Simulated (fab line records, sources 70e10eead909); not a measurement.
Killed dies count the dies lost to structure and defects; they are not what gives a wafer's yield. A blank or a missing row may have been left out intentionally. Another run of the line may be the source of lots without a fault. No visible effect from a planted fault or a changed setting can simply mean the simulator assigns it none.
Which tool is to blame? ; flow nandHarc ; 21 wafers sampled from 7 lots at 1 step of a route of 1159

== WHAT THE GAUGES READ, wafer by wafer ==
NHARC_A_BLC_INSPECT_12.
lot;measured;on;rawDefectCount
L868;day 17 16:35;defectInspect-01;27 22 14
L872;day 18 02:59;defectInspect-01;38 22 19
L874;day 18 17:03;defectInspect-02;33 37 26
L882;day 20 03:46;defectInspect-02;31 48 33
L885;day 21 17:04;defectInspect-01;28 33 31
L886;day 22 04:46;defectInspect-02;39 37 30
L891;day 22 23:26;defectInspect-02;17 25 20

== WHICH TOOL RAN EACH LOT (tool, then ch and the chambers of the sampled wafers, then the start) ==
Record: no process step prior to these readings.

== THE ANSWER, worked out from the rows above alone ==
Rule: usual is defined by the lots themselves. The widest of any qualifying gaps counts: lots, ordered by their means at a reading, are off when they make up no more than a third of the lots, leave a main group of 4 or more, and stand apart from it by 3 or more times the standard deviation of that group's means. If all means in a main group match to the digits the tables above print for the reading, that group is not used. Also off: a lot with no number at a reading for which 4 or more lots have one. All remaining lots with rows at the step are treated as sound.
Across all readings shown, no lot is off: no conclusion can be drawn from this.

== WHAT THE SIMULATOR HAD INSERTED ==
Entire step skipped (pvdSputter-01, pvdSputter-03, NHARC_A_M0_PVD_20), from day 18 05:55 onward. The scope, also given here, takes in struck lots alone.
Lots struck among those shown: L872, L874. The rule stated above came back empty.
